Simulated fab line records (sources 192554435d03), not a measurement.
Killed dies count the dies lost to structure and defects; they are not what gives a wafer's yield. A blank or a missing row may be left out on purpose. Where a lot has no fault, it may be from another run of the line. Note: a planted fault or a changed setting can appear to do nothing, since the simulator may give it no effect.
fab line records ; flow n5Finfet ; part 1 of 2: steps 1 to 22 of 29
record lots=5; wafers=15; lastDay=19
route steps=1938 shown BEOL_M9@1466 BEOL_M10@1470
lots untouched by any fault: they come from a run of this same line in which no faults occurred
startH: hours from the record's first day to the start of the lot's first wafer shown ; waitH: how many hours have passed since the lot's step before this one ; " the same as in the row above ; L1.1+2: one row covering several wafers at once ; - no value present, or no start provided ; * or withheld: withheld ; < > ~ a bound
route shown NAME@n: a module of which the file shows steps, and the number in the route of the first ; usual: average and standard deviation across the fault-free wafers ; same: alike in all rows ; chamber/n: place in a boat ; sites: per-site readings ; _std_site: the standard deviation of these ; _edge_site: the outer-site mean with the inner-site mean subtracted ; radiusMm: how far each site lies from the wafer's centre ; mask NAME#n: copy n ; behind: tool/chamber where the wafer was last shaped ; hold: why the lot went on hold/how many hours it stayed there/how the hold came to an end ; device: the n, p or np transistor that did not switch ; end of line: the same wafers' tests at the end of the route ; a step without rows: its recipe alone ; killed: dies that structure and defects cost at the first sort, which is not the same as the wafer's yield ; map: shows each die of a wafer: x if killed, . if not, _ if none is there
set.NAME: the setting that was run; set.NAME@STEP: the one run at that earlier step ; model.NAME: the simulator's own value behind a step, which no gauge read
lots at some steps of the route; a table a step, a row a wafer
services: a tool's chamber out of use, with start hour (startH, from the record's first day; less than 0 if before it), hours out, and reason
## steps
# step N5_BEOL_M9_PRE_CLEAN_55
# recipe gas=NH3; timeS=15; tempC=withheld; rfPowerW=300
lot.wafer;tool;chamber;startH;waitH
L078.1+4+5;pecvd-04;2,1,0;301.22;0.0
L079.2+3+4;pecvd-04;2,0,0;317.70;0.0
L081.1+2+3;pecvd-02;0,1,2;323.16;0.0
L089.1+4+6;pecvd-03;2,0,0;372.29;0.0
L094.1+4+5;pecvd-03;1,2,1;396.92;0.0
# step N5_BEOL_M9_DEP_56
# recipe material=SiCN; targetThkA=150; tempC=withheld; precursor=3MS/NH3; pressureTorr=3; rfW=202; timeS=26.5
# usual showerheadPlenumPTorr=3.660/0.014; throttleValvePct=9.2/0.44
lot.wafer;tool;chamber;startH;waitH;showerheadPlenumPTorr;throttleValvePct
L078.1;pecvd-04;2;301.24;0.0;3.667;9.7
L078.4;pecvd-04;1;301.24;0.0;3.656;9.0
L078.5;pecvd-04;0;301.24;0.0;3.637;9.4
L079.2;pecvd-04;2;317.73;0.0;3.674;9.4
L079.3;pecvd-04;0;317.73;0.0;3.651;9.5
L079.4;pecvd-04;0;317.73;0.0;3.655;9.5
L081.1;pecvd-02;0;323.19;0.0;3.646;9.4
L081.2;pecvd-02;1;323.19;0.0;3.651;9.8
L081.3;pecvd-02;2;323.19;0.0;3.664;8.4
L089.1;pecvd-03;2;372.33;0.0;3.685;9.1
L089.4;pecvd-03;0;372.33;0.0;3.661;9.0
L089.6;pecvd-03;0;372.33;0.0;3.659;8.9
L094.1;pecvd-03;1;396.94;0.0;3.688;8.7
L094.4;pecvd-03;2;396.94;0.0;3.672;9.3
L094.5;pecvd-03;1;396.94;0.0;3.680;8.7
# step N5_BEOL_M9_RS_MEAS_57
# recipe thkMeasGauge=four-point-probe; reads=Cu_of_BEOL_M9_ECD_50+Co_of_BEOL_M9_CVD_78+TaN_of_BEOL_M9_ALD_74
# usual M9_RS=0.1510/0.0028
lot.wafer;tool;chamber;startH;waitH;M9_RS[ohm/sq]
L078.1;filmMetro-02;-;301.31;0.1;0.1528
L078.4;filmMetro-02;-;301.31;0.1;0.1472
L078.5;filmMetro-02;-;301.31;0.1;0.1540
L079.2;filmMetro-02;-;317.80;0.1;0.1506
L079.3;filmMetro-02;-;317.80;0.1;0.1542
L079.4;filmMetro-02;-;317.80;0.1;0.1544
L081.1;filmMetro-01;-;323.26;0.1;0.1491
L081.2;filmMetro-01;-;323.26;0.1;0.1513
L081.3;filmMetro-01;-;323.26;0.1;0.1541
L089.1;filmMetro-01;-;372.43;0.1;0.1498
L089.4;filmMetro-01;-;372.43;0.1;0.1459
L089.6;filmMetro-01;-;372.43;0.1;0.1483
L094.1;filmMetro-01;-;397.02;0.1;0.1541
L094.4;filmMetro-01;-;397.02;0.1;0.1531
L094.5;filmMetro-01;-;397.02;0.1;0.1496
# step N5_BEOL_M9_INSPECT_58
# recipe inspectInstrument=darkfield; mode=postDep
# usual rawDefectCount=74/27
lot.wafer;tool;chamber;startH;waitH;rawDefectCount
L078.1;defectInspect-02;-;301.34;0.0;75
L078.4;defectInspect-02;-;301.34;0.0;102
L078.5;defectInspect-02;-;301.34;0.0;126
L079.2;defectInspect-01;-;317.83;0.0;72
L079.3;defectInspect-01;-;317.83;0.0;73
L079.4;defectInspect-01;-;317.83;0.0;81
L081.1;defectInspect-02;-;323.29;0.0;43
L081.2;defectInspect-02;-;323.29;0.0;62
L081.3;defectInspect-02;-;323.29;0.0;51
L089.1;defectInspect-01;-;372.45;0.0;46
L089.4;defectInspect-01;-;372.45;0.0;46
L089.6;defectInspect-01;-;372.45;0.0;80
L094.1;defectInspect-02;-;397.04;0.0;97
L094.4;defectInspect-02;-;397.04;0.0;114
L094.5;defectInspect-02;-;397.04;0.0;51
# step N5_BEOL_M10_ILD_DEP_00
# recipe material=SiCOH_lowk; targetThkA=3085.1; tempC=300; precursor=DEMS/porogen; pressureTorr=5; rfW=500; timeS=58
# usual heaterPowerW=293/63; showerheadPlenumPTorr=5.730/0.013; throttleValvePct=14.0/0.85
lot.wafer;tool;chamber;startH;waitH;heaterPowerW;showerheadPlenumPTorr;throttleValvePct
L078.1;pecvd-01;0;301.38;0.0;258;5.747;14.3
L078.4;pecvd-01;0;301.38;0.0;267;5.747;14.1
L078.5;pecvd-01;2;301.38;0.0;222;5.740;12.5
L079.2;pecvd-02;2;317.87;0.0;231;5.722;13.0
L079.3;pecvd-02;0;317.87;0.0;406;5.732;14.3
L079.4;pecvd-02;0;317.87;0.0;322;5.720;14.4
L081.1;pecvd-02;2;323.32;0.0;234;5.731;13.0
L081.2;pecvd-02;0;323.32;0.0;403;5.715;14.5
L081.3;pecvd-02;1;323.32;0.0;226;5.705;14.8
L089.1;pecvd-01;2;372.49;0.0;259;5.753;12.4
L089.4;pecvd-01;1;372.49;0.0;329;5.739;15.2
L089.6;pecvd-01;0;372.49;0.0;212;5.752;14.1
L094.1;pecvd-04;0;397.08;0.0;230;5.705;14.5
L094.4;pecvd-04;1;397.08;0.0;326;5.727;14.0
L094.5;pecvd-04;0;397.08;0.0;235;5.701;14.4
# step N5_BEOL_M10_CURE_71
# recipe tempC=385; timeS=240; ambient=He/Ar; material=SiCOH_lowk
# usual lampPowerPct=52.31/0.051; wafer_temp_C_max=387.0/0.85
lot.wafer;tool;chamber;startH;waitH;lampPowerPct;wafer_temp_C_max
L078.1;uvCure-03;0;301.46;0.0;52.21;386.8
L078.4;uvCure-03;0;301.46;0.0;52.29;387.2
L078.5;uvCure-03;0;301.46;0.0;52.30;386.9
L079.2;uvCure-02;2;318.10;0.2;52.22;386.6
L079.3;uvCure-02;2;318.10;0.2;52.32;387.4
L079.4;uvCure-02;2;318.10;0.2;52.39;387.4
L081.1;uvCure-01;0;323.40;0.0;52.30;387.6
L081.2;uvCure-01;0;323.40;0.0;52.18;386.7
L081.3;uvCure-01;0;323.40;0.0;52.36;387.5
L089.1;uvCure-02;2;372.57;0.0;52.32;387.2
L089.4;uvCure-02;2;372.57;0.0;52.28;387.1
L089.6;uvCure-02;2;372.57;0.0;52.40;387.0
L094.1;uvCure-03;0;397.16;0.0;52.33;386.5
L094.4;uvCure-03;0;397.16;0.0;52.41;386.3
L094.5;uvCure-03;0;397.16;0.0;52.33;386.5
# step N5_BEOL_M10_THK_MEAS_01
# recipe reads=SiCOH_lowk_of_BEOL_M10_ILD_DEP_00
# usual M10_ILD_THK=268/3.2
lot.wafer;tool;chamber;startH;waitH;M10_ILD_THK[nm]
L078.1;filmMetro-01;-;301.97;0.4;264
L078.4;filmMetro-01;-;301.97;0.4;268
L078.5;filmMetro-01;-;301.97;0.4;265
L079.2;filmMetro-02;-;318.94;0.7;267
L079.3;filmMetro-02;-;318.94;0.7;262
L079.4;filmMetro-02;-;318.94;0.7;270
L081.1;filmMetro-01;-;323.93;0.4;264
L081.2;filmMetro-01;-;323.93;0.4;262
L081.3;filmMetro-01;-;323.93;0.4;263
L089.1;filmMetro-02;-;373.08;0.4;263
L089.4;filmMetro-02;-;373.08;0.4;270
L089.6;filmMetro-02;-;373.08;0.4;273
L094.1;filmMetro-01;-;398.15;0.8;270
L094.4;filmMetro-01;-;398.15;0.8;274
L094.5;filmMetro-01;-;398.15;0.8;273
# step N5_BEOL_M10_PECVD_70
# recipe material=SiO2; targetThkA=200; tempC=400; precursor=TEOS/O2; pressureTorr=5.5; rfW=450; teosFlowSccm=53.8; gas=O2; flowSccm=3000; timeS=22.7
# usual heaterPowerW=679/110; showerheadPlenumPTorr=8.74/0.049; throttleValvePct=22.6/1.4
lot.wafer;tool;chamber;startH;waitH;heaterPowerW;showerheadPlenumPTorr;throttleValvePct
L078.1;pecvd-02;1;302.01;0.0;656;8.67;24.2
L078.4;pecvd-02;1;302.01;0.0;652;8.65;24.0
L078.5;pecvd-02;0;302.01;0.0;883;8.71;23.3
L079.2;pecvd-04;0;318.97;0.0;527;8.70;23.1
L079.3;pecvd-04;1;318.97;0.0;753;8.75;22.6
L079.4;pecvd-04;2;318.97;0.0;828;8.77;23.4
L081.1;pecvd-01;2;323.97;0.0;669;8.81;20.2
L081.2;pecvd-01;1;323.97;0.0;703;8.72;24.2
L081.3;pecvd-01;0;323.97;0.0;546;8.82;22.9
L089.1;pecvd-01;1;373.12;0.0;653;8.75;24.2
L089.4;pecvd-01;0;373.12;0.0;570;8.81;22.8
L089.6;pecvd-01;1;373.12;0.0;659;8.72;24.3
L094.1;pecvd-02;2;398.19;0.0;633;8.79;21.2
L094.4;pecvd-02;2;398.19;0.0;624;8.77;20.9
L094.5;pecvd-02;1;398.19;0.0;622;8.67;24.0
# step N5_BEOL_M10_HM_DEP_02
# recipe material=TiN; targetThkA=200; tempC=25; chamberPressurePa=0.49996
# usual throttleValvePct=30.4/0.8
lot.wafer;tool;chamber;startH;waitH;throttleValvePct
L078.1;pvdSputter-01;-;303.01;1.0;31.5
L078.4;pvdSputter-01;-;303.01;1.0;31.3
L078.5;pvdSputter-01;-;303.01;1.0;29.4
L079.2;pvdSputter-02;-;320.51;1.5;31.7
L079.3;pvdSputter-02;-;320.51;1.5;30.3
L079.4;pvdSputter-02;-;320.51;1.5;30.3
L081.1;pvdSputter-03;-;325.70;1.7;30.3
L081.2;pvdSputter-03;-;325.70;1.7;29.8
L081.3;pvdSputter-03;-;325.70;1.7;30.0
L089.1;pvdSputter-02;-;374.13;1.0;29.3
L089.4;pvdSputter-02;-;374.13;1.0;30.1
L089.6;pvdSputter-02;-;374.13;1.0;29.6
L094.1;pvdSputter-03;-;399.51;1.3;30.1
L094.4;pvdSputter-03;-;399.51;1.3;29.7
L094.5;pvdSputter-03;-;399.51;1.3;30.2
# step N5_BEOL_M10_COAT_59
# recipe resist=SOC; tempC=250; timeS=60; spinRpm=1500; resistThkNm=100
# usual resistLineTempC=23.02/0.12
lot.wafer;tool;chamber;startH;waitH;resistLineTempC
L078.1;lithoTrack-05;0;303.13;0.1;23.15
L078.4;lithoTrack-05;0;303.13;0.1;23.06
L078.5;lithoTrack-05;0;303.13;0.1;23.04
L079.2;lithoTrack-05;0;320.64;0.1;23.06
L079.3;lithoTrack-05;0;320.64;0.1;23.01
L079.4;lithoTrack-05;0;320.64;0.1;23.18
L081.1;lithoTrack-02;0;325.82;0.1;22.91
L081.2;lithoTrack-02;0;325.82;0.1;22.95
L081.3;lithoTrack-02;0;325.82;0.1;22.89
L089.1;lithoTrack-05;0;374.27;0.1;23.14
L089.4;lithoTrack-05;0;374.27;0.1;23.03
L089.6;lithoTrack-05;0;374.27;0.1;23.09
L094.1;lithoTrack-02;0;399.63;0.1;23.14
L094.4;lithoTrack-02;0;399.63;0.1;23.26
L094.5;lithoTrack-02;0;399.63;0.1;23.21
# step N5_BEOL_M10_COAT_60
# recipe resist=SiARC; tempC=220; timeS=60; spinRpm=1500; resistThkNm=30
# usual resistLineTempC=23.01/0.12
lot.wafer;tool;chamber;startH;waitH;resistLineTempC
L078.1;lithoTrack-05;0;-;-;23.11
L078.4;lithoTrack-05;0;-;-;23.16
L078.5;lithoTrack-05;0;-;-;23.02
L079.2;lithoTrack-05;0;-;-;23.11
L079.3;lithoTrack-05;0;-;-;23.30
L079.4;lithoTrack-05;0;-;-;23.11
L081.1;lithoTrack-02;0;-;-;23.00
L081.2;lithoTrack-02;0;-;-;23.10
L081.3;lithoTrack-02;0;-;-;23.12
L089.1;lithoTrack-05;0;-;-;23.00
L089.4;lithoTrack-05;0;-;-;23.11
L089.6;lithoTrack-05;0;-;-;23.01
L094.1;lithoTrack-02;0;-;-;23.11
L094.4;lithoTrack-02;0;-;-;23.15
L094.5;lithoTrack-02;0;-;-;23.12
# step N5_BEOL_M10_COAT_05
# recipe resist=CAR-ArF; spinRpm=1500; resistThkNm=90
# usual resistLineTempC=23.00/0.095
lot.wafer;tool;chamber;startH;waitH;resistLineTempC
L078.1;lithoTrack-05;0;-;-;23.13
L078.4;lithoTrack-05;0;-;-;22.91
L078.5;lithoTrack-05;0;-;-;23.07
L079.2;lithoTrack-05;0;-;-;23.06
L079.3;lithoTrack-05;0;-;-;23.09
L079.4;lithoTrack-05;0;-;-;22.92
L081.1;lithoTrack-02;0;-;-;22.81
L081.2;lithoTrack-02;0;-;-;23.14
L081.3;lithoTrack-02;0;-;-;22.96
L089.1;lithoTrack-05;0;-;-;23.05
L089.4;lithoTrack-05;0;-;-;23.08
L089.6;lithoTrack-05;0;-;-;23.02
L094.1;lithoTrack-02;0;-;-;22.85
L094.4;lithoTrack-02;0;-;-;22.90
L094.5;lithoTrack-02;0;-;-;23.07
# step N5_BEOL_M10_EBR_07
# recipe solvent=PGMEA; ebrWidthMm=1.5
# usual resistLineTempC=22.99/0.13
lot.wafer;tool;chamber;startH;waitH;resistLineTempC
L078.1;lithoTrack-05;0;-;-;23.24
L078.4;lithoTrack-05;0;-;-;23.19
L078.5;lithoTrack-05;0;-;-;23.04
L079.2;lithoTrack-05;0;-;-;22.96
L079.3;lithoTrack-05;0;-;-;22.91
L079.4;lithoTrack-05;0;-;-;22.94
L081.1;lithoTrack-02;0;-;-;22.95
L081.2;lithoTrack-02;0;-;-;22.95
L081.3;lithoTrack-02;0;-;-;23.17
L089.1;lithoTrack-05;0;-;-;22.93
L089.4;lithoTrack-05;0;-;-;22.94
L089.6;lithoTrack-05;0;-;-;23.02
L094.1;lithoTrack-02;0;-;-;22.92
L094.4;lithoTrack-02;0;-;-;22.94
L094.5;lithoTrack-02;0;-;-;22.99
# step N5_BEOL_M10_SOFTBAKE_06
# recipe tempC=110; timeS=60; resist=CAR-ArF
# usual resistLineTempC=22.98/0.11
lot.wafer;tool;chamber;startH;waitH;resistLineTempC
L078.1;lithoTrack-05;0;-;-;22.95
L078.4;lithoTrack-05;0;-;-;22.95
L078.5;lithoTrack-05;0;-;-;22.86
L079.2;lithoTrack-05;0;-;-;23.09
L079.3;lithoTrack-05;0;-;-;23.04
L079.4;lithoTrack-05;0;-;-;23.19
L081.1;lithoTrack-02;0;-;-;23.01
L081.2;lithoTrack-02;0;-;-;23.15
L081.3;lithoTrack-02;0;-;-;23.00
L089.1;lithoTrack-05;0;-;-;22.78
L089.4;lithoTrack-05;0;-;-;22.99
L089.6;lithoTrack-05;0;-;-;23.13
L094.1;lithoTrack-02;0;-;-;22.89
L094.4;lithoTrack-02;0;-;-;23.08
L094.5;lithoTrack-02;0;-;-;23.12
# step N5_BEOL_M10_EXPOSE_08
# recipe maskId=M10; na=1.35; sourceShape=dipole; sigmaInner=0.411; sigmaOuter=0.611; polarization=te; doseMj=53.75
# same sigmaInner=0.411
lot.wafer;tool;chamber;startH;waitH;mask
L078.1+4+5;arfiScanner-02;0;303.25;-;M10#0
L079.2+3+4;arfiScanner-03;0;320.89;-;M10#0
L081.1+2+3;arfiScanner-03;0;325.94;-;M10#0
L089.1+4+6;arfiScanner-01;0;374.51;-;M10#0
L094.1+4+5;arfiScanner-01;0;399.88;-;M10#0
# step N5_BEOL_M10_PEB_09
# recipe pebTempC=withheld; pebTimeS=60; resist=CAR-ArF
# usual resistLineTempC=22.99/0.11
lot.wafer;tool;chamber;startH;waitH;resistLineTempC
L078.1;lithoTrack-01;0;303.31;0.1;23.11
L078.4;lithoTrack-01;0;303.31;0.1;23.01
L078.5;lithoTrack-01;0;303.31;0.1;22.99
L079.2;lithoTrack-01;0;320.94;0.0;23.18
L079.3;lithoTrack-01;0;320.94;0.0;23.14
L079.4;lithoTrack-01;0;320.94;0.0;23.09
L081.1;lithoTrack-05;0;326.00;0.1;22.92
L081.2;lithoTrack-05;0;326.00;0.1;22.90
L081.3;lithoTrack-05;0;326.00;0.1;22.92
L089.1;lithoTrack-02;0;374.57;0.1;23.21
L089.4;lithoTrack-02;0;374.57;0.1;23.18
L089.6;lithoTrack-02;0;374.57;0.1;23.13
L094.1;lithoTrack-02;0;399.93;0.1;23.00
L094.4;lithoTrack-02;0;399.93;0.1;22.84
L094.5;lithoTrack-02;0;399.93;0.1;22.79
# step N5_BEOL_M10_DEVELOP_10
# recipe developTimeS=30; developer=TMAH; resist=CAR-ArF; rinseLiquid=diw; dry=airSpin; devTempC=23
# usual developerTempC=23.00/0.1; resistLineTempC=23.00/0.1
lot.wafer;tool;chamber;startH;waitH;developerTempC;resistLineTempC
L078.1;lithoTrack-01;0;-;-;23.07;23.04
L078.4;lithoTrack-01;0;-;-;22.92;23.09
L078.5;lithoTrack-01;0;-;-;22.98;23.11
L079.2;lithoTrack-01;0;-;-;23.00;23.11
L079.3;lithoTrack-01;0;-;-;23.07;23.15
L079.4;lithoTrack-01;0;-;-;22.98;23.09
L081.1;lithoTrack-05;0;-;-;23.06;23.17
L081.2;lithoTrack-05;0;-;-;23.12;23.19
L081.3;lithoTrack-05;0;-;-;22.98;23.25
L089.1;lithoTrack-02;0;-;-;22.86;22.97
L089.4;lithoTrack-02;0;-;-;22.92;22.84
L089.6;lithoTrack-02;0;-;-;23.09;22.81
L094.1;lithoTrack-02;0;-;-;22.90;23.18
L094.4;lithoTrack-02;0;-;-;22.78;23.04
L094.5;lithoTrack-02;0;-;-;22.95;23.07
# step N5_BEOL_M10_CD_MEAS_11
# recipe targetCdNm=64.1; landingEnergyEv=500; detector=seInlens; polarity=opening
# usual cdNm=64.2/0.49
lot.wafer;tool;chamber;startH;waitH;cdNm
L078.1;cdSem-01;0;303.38;-;64.0
L078.4;cdSem-01;0;303.38;-;64.6
L078.5;cdSem-01;0;303.38;-;64.8
L079.2;cdSem-03;0;321.01;-;64.9
L079.3;cdSem-03;0;321.01;-;64.1
L079.4;cdSem-03;0;321.01;-;64.7
L081.1;cdSem-02;0;326.07;-;64.6
L081.2;cdSem-02;0;326.07;-;64.7
L081.3;cdSem-02;0;326.07;-;64.3
L089.1;cdSem-02;0;374.64;-;64.3
L089.4;cdSem-02;0;374.64;-;64.4
L089.6;cdSem-02;0;374.64;-;64.5
L094.1;cdSem-01;0;400.00;-;64.0
L094.4;cdSem-01;0;400.00;-;64.0
L094.5;cdSem-01;0;400.00;-;65.0
# step N5_BEOL_M10_OVL_MEAS_12
# recipe pointsPerWafer=44
# usual M10_OVL=0.1/0.76
lot.wafer;tool;chamber;startH;waitH;M10_OVL[nm]
L078.1;overlay-01;0;303.41;0.0;0.4
L078.4;overlay-01;0;303.41;0.0;0.3
L078.5;overlay-01;0;303.41;0.0;0.5
L079.2;overlay-02;0;321.04;0.0;1.1
L079.3;overlay-02;0;321.04;0.0;1.1
L079.4;overlay-02;0;321.04;0.0;0.5
L081.1;overlay-01;0;326.10;0.0;1.1
L081.2;overlay-01;0;326.10;0.0;-0.2
L081.3;overlay-01;0;326.10;0.0;0.6
L089.1;overlay-02;0;374.67;0.0;0.4
L089.4;overlay-02;0;374.67;0.0;0.6
L089.6;overlay-02;0;374.67;0.0;-0.1
L094.1;overlay-02;0;400.03;0.0;1.2
L094.4;overlay-02;0;400.03;0.0;-0.4
L094.5;overlay-02;0;400.03;0.0;0.3
# step N5_BEOL_M10_INSPECT_13
# recipe mode=adi; inspectInstrument=brightfield
# usual rawDefectCount=427/110
lot.wafer;tool;chamber;startH;waitH;rawDefectCount
L078.1;defectInspect-02;-;303.43;0.0;458
L078.4;defectInspect-02;-;303.43;0.0;438
L078.5;defectInspect-02;-;303.43;0.0;479
L079.2;defectInspect-01;-;321.06;0.0;519
L079.3;defectInspect-01;-;321.06;0.0;465
L079.4;defectInspect-01;-;321.06;0.0;437
L081.1;defectInspect-02;-;326.12;0.0;399
L081.2;defectInspect-02;-;326.12;0.0;383
L081.3;defectInspect-02;-;326.12;0.0;306
L089.1;defectInspect-01;-;374.69;0.0;457
L089.4;defectInspect-01;-;374.69;0.0;412
L089.6;defectInspect-01;-;374.69;0.0;627
L094.1;defectInspect-01;-;400.06;0.0;454
L094.4;defectInspect-01;-;400.06;0.0;477
L094.5;defectInspect-01;-;400.06;0.0;333
# step N5_BEOL_M10_DESCUM_16
# recipe chemistry=O2; timeS=7.9; sourcePowerW=50; biasPowerW=20; pressureMtorr=20; rfFrequencyHz=2.712e+07; tempC=40; resist=CAR-ArF; o2FlowSccm=225
# usual drypumpMotorCurrentA=5.7/0.58; oesProductAu=0.82/0.096; rfVppV=243.5/1.3; showerheadPlenumPTorr=2.11/0.067; throttleValvePct=20.38/0.24
lot.wafer;tool;chamber;startH;waitH;drypumpMotorCurrentA;oesProductAu;rfHoursCounterH;rfVppV;showerheadPlenumPTorr;throttleValvePct
L078.1;rieDiel-03;2;303.46;0.0;6.5;0.94;13;244.4;2.15;20.25
L078.4;rieDiel-03;3;303.46;0.0;6.3;0.71;225;241.9;2.07;20.30
L078.5;rieDiel-03;1;303.46;0.0;4.9;0.82;-;243.8;2.19;20.49
L079.2;rieDiel-01;2;321.09;0.0;5.2;0.79;110;243.8;2.11;20.71
L079.3;rieDiel-01;3;321.09;0.0;5.7;0.68;246;242.2;2.06;20.64
L079.4;rieDiel-01;1;321.09;0.0;6.5;0.88;-;242.2;2.05;20.17
L081.1;rieDiel-01;2;326.30;0.2;5.2;0.80;112;243.8;2.11;20.73
L081.2;rieDiel-01;3;326.30;0.2;5.8;0.68;249;241.9;2.05;20.65
L081.3;rieDiel-01;1;326.30;0.2;6.5;0.89;46;242.4;2.05;20.17
L089.1;rieDiel-03;1;374.96;0.3;4.9;0.80;122;244.2;2.18;20.50
L089.4;rieDiel-03;3;374.96;0.3;6.3;0.68;248;243.2;2.06;20.35
L089.6;rieDiel-03;2;374.96;0.3;6.5;0.89;-;243.4;2.14;20.28
L094.1;rieDiel-04;2;400.38;0.3;5.3;0.92;42;244.4;2.22;20.43
L094.4;rieDiel-04;0;400.38;0.3;5.8;0.91;-;244.4;2.23;20.34
L094.5;rieDiel-04;1;400.38;0.3;6.2;0.72;-;240.7;2.08;20.92
# step N5_BEOL_M10_ETCH_61
# recipe chemistry=CF4; target=SiARC; targetDepthA=390; maskMaterial=CAR-ArF; timeS=65; ionEnergyEv=80; pressureMtorr=40; sourceW=545; biasW=36; Ar_flow_sccm=100; cf4FlowSccm=100; ends=cleared
# usual drypumpMotorCurrentA=5.7/0.58; etchRfOnTimeS=64.7/1.2; oesProductAu=0.70/0.082; rfVppV=184.2/1.2; showerheadPlenumPTorr=2.16/0.064; throttleValvePct=15.57/0.22
lot.wafer;tool;chamber;startH;waitH;drypumpMotorCurrentA;etchRfOnTimeS;oesProductAu;rfHoursCounterH;rfVppV;showerheadPlenumPTorr;throttleValvePct
L078.1;rieDiel-03;2;303.50;0.0;6.5;63.0;0.81;13;183.8;2.19;15.34
L078.4;rieDiel-03;3;303.50;0.0;6.2;66.9;0.59;225;183.3;2.12;15.55
L078.5;rieDiel-03;1;303.50;0.0;4.9;63.7;0.71;-;183.3;2.24;15.69
L079.2;rieDiel-01;2;321.13;0.0;5.2;65.9;0.68;110;185.2;2.16;15.81
L079.3;rieDiel-01;3;321.13;0.0;5.8;65.4;0.58;246;183.0;2.11;15.90
L079.4;rieDiel-01;1;321.13;0.0;6.5;64.1;0.76;-;181.6;2.10;15.33
L081.1;rieDiel-01;2;326.33;0.0;5.2;65.6;0.68;112;183.0;2.16;15.83
L081.2;rieDiel-01;3;326.33;0.0;5.8;65.5;0.58;249;182.7;2.10;15.91
L081.3;rieDiel-01;1;326.33;0.0;6.5;64.4;0.74;46;183.2;2.10;15.32
L089.1;rieDiel-03;1;375.00;0.0;4.9;64.0;0.68;122;186.6;2.24;15.74
L089.4;rieDiel-03;3;375.00;0.0;6.2;66.7;0.58;248;185.1;2.11;15.60
L089.6;rieDiel-03;2;375.00;0.0;6.5;63.7;0.76;-;185.4;2.18;15.41
L094.1;rieDiel-04;2;400.42;0.0;5.3;64.1;0.78;42;186.3;2.27;15.57
L094.4;rieDiel-04;0;400.42;0.0;5.8;62.7;0.78;-;185.0;2.27;15.47
L094.5;rieDiel-04;1;400.42;0.0;6.2;64.7;0.62;-;184.8;2.13;16.07
